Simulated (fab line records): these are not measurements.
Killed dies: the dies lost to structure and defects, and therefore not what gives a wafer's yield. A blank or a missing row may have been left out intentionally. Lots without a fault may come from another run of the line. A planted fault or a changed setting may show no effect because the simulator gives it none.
Comparing a struck lot with a sound one | flow n5_finfet | 40 steps out of a route of 1938
Sound: these wafers, L604.1, L604.2, L604.6. Struck: wafer L595.4 (L595.1, L595.5, from the same lot, were not struck and are left out); the cause is given at the end.
Each step with rows lists, per side, the tool, then ch with its chambers, then its first start. Under that, the readings that differ: sound wafers | struck wafers | difference of the means | sigmas: that difference in standard deviations of wafers without a fault.
alike: words and numbers the same on both sides, and readings whose means are apart by under 2 such deviations; not compared: readings that were withheld, readings missing a value for some wafer, numbers with overlapping values and no deviation given by the record, and bounds like >300 which may hide the same value.
Wherever a step has rows on one side only, a row that says differs or no value, or a row with sigmas, the two part there. When numbers do not overlap yet have no deviation, they are printed without sigmas and do not part them. A reading that every wafer of one side lacks parts them only if that side has two wafers or more.

N5_BEOL_M5_PRE_CLEAN_45: time 30 s.
  sound on pvd_sputter-01 at day 12 03:08; struck on pvd_sputter-03 at day 9 08:32
  alike: heater_power_w
N5_BEOL_M5_ALD_86: deposits TaN, pulse time 2 s, purge time 3 s, co reactant purge time 2 s.
  sound on ald_metal-01 ch 0,1,3, day 12 03:11; struck on ald_metal-02 ch 0, day 9 08:39
  alike: heater_power_w, precursor_vessel_pressure_torr
then, 7 steps without rows for these wafers: N5_BEOL_M5_SURFACE_TREAT_87; N5_BEOL_M5_CVD_47 (deposits Co from CCTBA/H2, target thk 3 nm, time 216 s); N5_BEOL_M5_SPUTTER_48 (material Cu, target thk 15 nm, time 27.62 s); N5_BEOL_M5_ANNEAL_49 (time 1800 s); N5_BEOL_M5_SPUTTER_81 (material Cu, target thk 15 nm, time 27.62 s); N5_BEOL_M5_ANNEAL_82 (time 1800 s); N5_BEOL_M5_SPUTTER_83 (material Cu, target thk 15 nm, time 27.62 s).
N5_BEOL_M5_ANNEAL_84: time 1800 s.
  sound on pvd_sputter-02 at day 12 07:43; struck on pvd_sputter-03 at day 9 11:26
  alike: heater_power_w
then, 1 step without rows for these wafers: N5_BEOL_M5_SPUTTER_88 (material Cu, target thk 15 nm, time 27.62 s).
N5_BEOL_M5_ANNEAL_89: time 1800 s.
  sound on pvd_sputter-02 at day 12 08:49; struck on pvd_sputter-03 at day 9 12:32
  reading            | sound       | struck | difference | sigmas
  heater_power_w (W) | 830 897 884 | 677    | -193       | -2
N5_BEOL_M5_SPUTTER_90: material Cu, target thk 4.5 nm, time 8.29 s.
  sound on pvd_sputter-02 at day 12 09:49; struck on pvd_sputter-03 at day 9 13:32
  alike: chuck_gas_flow_sccm, throttle_valve_pct
then, 7 steps without rows for these wafers: N5_BEOL_M5_ECD_50 (material Cu, target thk 300 nm); N5_BEOL_M5_ANNEAL_51 (time 90 s); N5_BEOL_M5_CMP_52 (polishes, stops on SiCOH lowk, t overpolish 6.9 s, target thk 62 nm); N5_BEOL_M5_PRE_CLEAN_77 (time 15 s); N5_BEOL_M5_CO_CAP_78 (material Co, precursor CCTBA/H2, target thk 2 nm, time 102.1 s); N5_BEOL_M5_PRE_CLEAN_55 (time 15 s); N5_BEOL_M5_DEP_56 (deposits SiCN from 3MS/NH3, target thk 8 nm, time 14 s).
N5_BEOL_M5_RS_MEAS_57: uses a four-point probe to measure.
  sound on film_metro-01 at day 12 10:52; struck on film_metro-01 at day 9 14:37
  reading        | sound             | struck | difference | sigmas
  M5_RS (ohm/sq) | 0.381 0.349 0.375 | 0.409  | +0.041     | +3
then, 1 step without rows for these wafers: N5_BEOL_M6_ILD_DEP_00 (deposits SiCOH lowk from DEMS/porogen, target thk 179.75 nm, time 33.4 s).
N5_BEOL_M6_CURE_74: cures SiCOH lowk, time 240 s.
  sound on uv_cure-03 ch 1, day 12 10:59; struck on uv_cure-02 ch 0, day 9 14:46
  reading          | sound             | struck | difference | sigmas
  wafer_temp_C_max | 386.8 386.1 385.8 | 388.0  | +1.8       | +2
  alike: lamp_power_pct
N5_BEOL_M6_THK_MEAS_01:
  sound on film_metro-01 at day 12 11:31; struck on film_metro-01 at day 9 15:17
  reading         | sound             | struck | difference | sigmas
  M6_ILD_THK (nm) | 154.6 151.9 154.0 | 159.1  | +5.6       | +2
then, 10 steps without rows for these wafers: N5_BEOL_M6_PECVD_70 (deposits SiO2 from TEOS/O2, target thk 20 nm, time 22.7 s); N5_BEOL_M6_HM_DEP_02 (deposits TiN, target thk 20 nm); N5_BEOL_M6_COAT_59 (time 60 s, resist thk 100 nm); N5_BEOL_M6_COAT_60 (time 60 s, resist thk 35 nm); N5_BEOL_M6_COAT_05 (resist thk 90 nm); N5_BEOL_M6_EBR_07; N5_BEOL_M6_SOFTBAKE_06 (time 60 s); N5_BEOL_M6_EXPOSE_08 (exposes mask M6); N5_BEOL_M6_PEB_09 (peb time 60 s); N5_BEOL_M6_DEVELOP_10 (develop time 30 s).
N5_BEOL_M6_CD_MEAS_11: the cd target is 38.5 nm.
  sound on cd_sem-03 ch 0, day 12 13:14; struck on cd_sem-01 ch 0, day 9 16:46
  alike: cd_nm
N5_BEOL_M6_OVL_MEAS_12:
  sound on overlay-02 ch 0, day 12 13:16; struck on overlay-01 ch 0, day 9 16:48
  reading     | sound       | struck | difference | sigmas
  M6_OVL (nm) | 0.0 1.0 1.0 | -1.8   | -2.5       | -3
then, 3 steps without rows for these wafers: N5_BEOL_M6_DESCUM_16 (chemistry O2, time 7.9 s); N5_BEOL_M6_ETCH_61 (etches SiARC in CF4, target depth 45.5 nm, time 75.8 s); N5_BEOL_M6_ETCH_62 (etches SOC in N2/H2, target depth 110 nm, overetch 22 nm, time 165 s).
-- record jumps: 4 days separate the struck wafers' starts on either side; left off in module BEOL_M6, taken up again in module PASSIVATION, whose first shown step is the route's number 1936 --
N5_PASSIVATION_PROBE_49:
  the record has rows for the struck wafers here (prober-02, day 13 19:28) and none for the sound ones

== WHERE THEY PART ==
At N5_BEOL_M5_ANNEAL_89 first; at N5_PASSIVATION_PROBE_49 last (within this record only).

WHY: what had been put in by the simulator
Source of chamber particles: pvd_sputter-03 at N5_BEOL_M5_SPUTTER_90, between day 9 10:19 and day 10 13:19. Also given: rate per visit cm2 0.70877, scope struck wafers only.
